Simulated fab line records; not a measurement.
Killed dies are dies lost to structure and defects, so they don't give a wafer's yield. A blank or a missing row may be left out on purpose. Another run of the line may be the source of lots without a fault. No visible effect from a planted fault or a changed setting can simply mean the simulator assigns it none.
Check for tools in common	flow n5_finfet	Lots sampled 8, wafers sampled 24

REASON FOR OPENING
At N5_BEOL_M3_INSPECT_30 the reading raw_defect_count is flagged on 2 of 8 lots. No-fault wafers: 441, standard deviation 110.
Rule: flag the lot when none of its wafers has a number, or when each of its wafers that has one lies beyond 4 standard deviations from that mean. The other lots count as sound.

lot	measured	on	raw_defect_count, wafer by wafer	flag
L786	day 9 08:44	defect_inspect-01	423 506 435	
L787	day 9 08:48	defect_inspect-01	374 307 394	
L793	day 10 18:07	defect_inspect-01	369 286 393	
L794	day 11 08:56	defect_inspect-02	563 829 508	
L795	day 11 10:19	defect_inspect-01	369 337 382	
L796	day 11 15:14	defect_inspect-01	1215 1526 1344	FLAGGED
L800	day 12 17:00	defect_inspect-02	1210 1312 1178	FLAGGED
L801	day 13 05:56	defect_inspect-01	501 330 536	
On average the flagged lots' numbers are 1298, which is +856 against the usual, or +8 standard deviations.

LOT BY LOT: THE TOOL USED
The record holds 4 process steps before the reading, out of a route of 1938 steps. Each cell gives the tool, then ch followed by the chambers the sampled wafers passed through, then the start.
lot	flag	N5_BEOL_M3_PECVD_72	N5_BEOL_M3_ETCH_63	N5_BEOL_M3_STRIP_66	N5_BEOL_M3_STRIP_19
L786		pecvd-04 ch 0,2, day 9 02:34	rie_diel-06 ch 1,2,3, day 9 04:02	rie_diel-06 ch 1,2,3, day 9 04:11	rie_diel-01 ch 1,2,3, day 9 04:20
L787		pecvd-02 ch 0,1,2, day 9 06:49	rie_diel-01 ch 1,2,3, day 9 07:50	rie_diel-01 ch 1,2,3, day 9 07:59	rie_diel-01 ch 1,2, day 9 08:08
L793		pecvd-01 ch 0,1,2, day 10 16:09	rie_diel-06 ch 1,2,3, day 10 17:14	rie_diel-06 ch 1,2,3, day 10 17:23	rie_diel-01 ch 0,1, day 10 17:38
L794		pecvd-01 ch 0,1, day 11 04:45	rie_diel-01 ch 0,2,3, day 11 07:55	rie_diel-01 ch 0,2,3, day 11 08:04	rie_diel-01 ch 0,2,3, day 11 08:20
L795		pecvd-01 ch 0,1,2, day 11 07:42	rie_diel-03 ch 2,3, day 11 09:19	rie_diel-03 ch 2,3, day 11 09:28	rie_diel-03 ch 1,2,3, day 11 09:43
L796	FLAGGED	pecvd-04 ch 0,1,2, day 11 12:35	rie_diel-06 ch 0,1, day 11 14:13	rie_diel-06 ch 0,1, day 11 14:34	rie_diel-01 ch 1,2, day 11 14:43
L800	FLAGGED	pecvd-04 ch 0,2, day 12 14:47	rie_diel-06 ch 0,3, day 12 16:13	rie_diel-06 ch 0,3, day 12 16:22	rie_diel-03 ch 0,3, day 12 16:31
L801		pecvd-01 ch 0,1, day 13 00:37	rie_diel-01 ch 1,2,3, day 13 05:00	rie_diel-01 ch 1,2,3, day 13 05:09	rie_diel-06 ch 1,2,3, day 13 05:20
What these steps do:
- N5_BEOL_M3_PECVD_72: deposits SiO2 from TEOS/O2, target thk 16 nm, time 18 s.
- N5_BEOL_M3_ETCH_63: etches SiARC in CF4, target depth 15.6 nm, time 26 s.
- N5_BEOL_M3_STRIP_66: strips in CF4.
- N5_BEOL_M3_STRIP_19: strips in O2.
- N5_BEOL_M3_INSPECT_30: inspects for defects (brightfield).

FLAGGED AGAINST TOTAL, ONE TOOL AT A TIME (gauges that did the reading follow at the end)
step	tool	lots run	flagged	share of the flagged lots	sound lots run after its first flagged lot
N5_BEOL_M3_PECVD_72	pecvd-01	4	0	none	-
N5_BEOL_M3_PECVD_72	pecvd-02	1	0	none	-
N5_BEOL_M3_PECVD_72	pecvd-04	3	2	all	0
N5_BEOL_M3_ETCH_63	rie_diel-01	3	0	none	-
N5_BEOL_M3_ETCH_63	rie_diel-03	1	0	none	-
N5_BEOL_M3_ETCH_63	rie_diel-06	4	2	all	0
N5_BEOL_M3_STRIP_66	rie_diel-01	3	0	none	-
N5_BEOL_M3_STRIP_66	rie_diel-03	1	0	none	-
N5_BEOL_M3_STRIP_66	rie_diel-06	4	2	all	0
N5_BEOL_M3_STRIP_19	rie_diel-01	5	1	some	0
N5_BEOL_M3_STRIP_19	rie_diel-03	2	1	some	0
N5_BEOL_M3_STRIP_19	rie_diel-06	1	0	none	-
N5_BEOL_M3_INSPECT_30	defect_inspect-01	6	1	some	1 (L801)
N5_BEOL_M3_INSPECT_30	defect_inspect-02	2	1	some	0

WHAT THE TABLE PERMITS
All flagged lots were run by 3 table rows, namely pecvd-04 at N5_BEOL_M3_PECVD_72, rie_diel-06 at N5_BEOL_M3_ETCH_63, rie_diel-06 at N5_BEOL_M3_STRIP_66.
- pecvd-04 at N5_BEOL_M3_PECVD_72: 2 of its 3 lots flagged. A fault beginning between L786 (day 9 02:34), its last sound lot, and L796 (day 11 12:35), its first flagged one, fits the data.
- rie_diel-06 at N5_BEOL_M3_ETCH_63: 2 of its 4 lots flagged. A fault beginning between L793 (day 10 17:14), its last sound lot, and L796 (day 11 14:13), its first flagged one, fits the data.
- rie_diel-06 at N5_BEOL_M3_STRIP_66: 2 of its 4 lots flagged. A fault beginning between L793 (day 10 17:23), its last sound lot, and L796 (day 11 14:34), its first flagged one, fits the data.
These 2 tools cannot be told apart by counting lots, since each of them fits a fault that started at some hour. More lots, or a look at what each step does to the wafer, might.

WHAT THE SIMULATOR HAD INSERTED
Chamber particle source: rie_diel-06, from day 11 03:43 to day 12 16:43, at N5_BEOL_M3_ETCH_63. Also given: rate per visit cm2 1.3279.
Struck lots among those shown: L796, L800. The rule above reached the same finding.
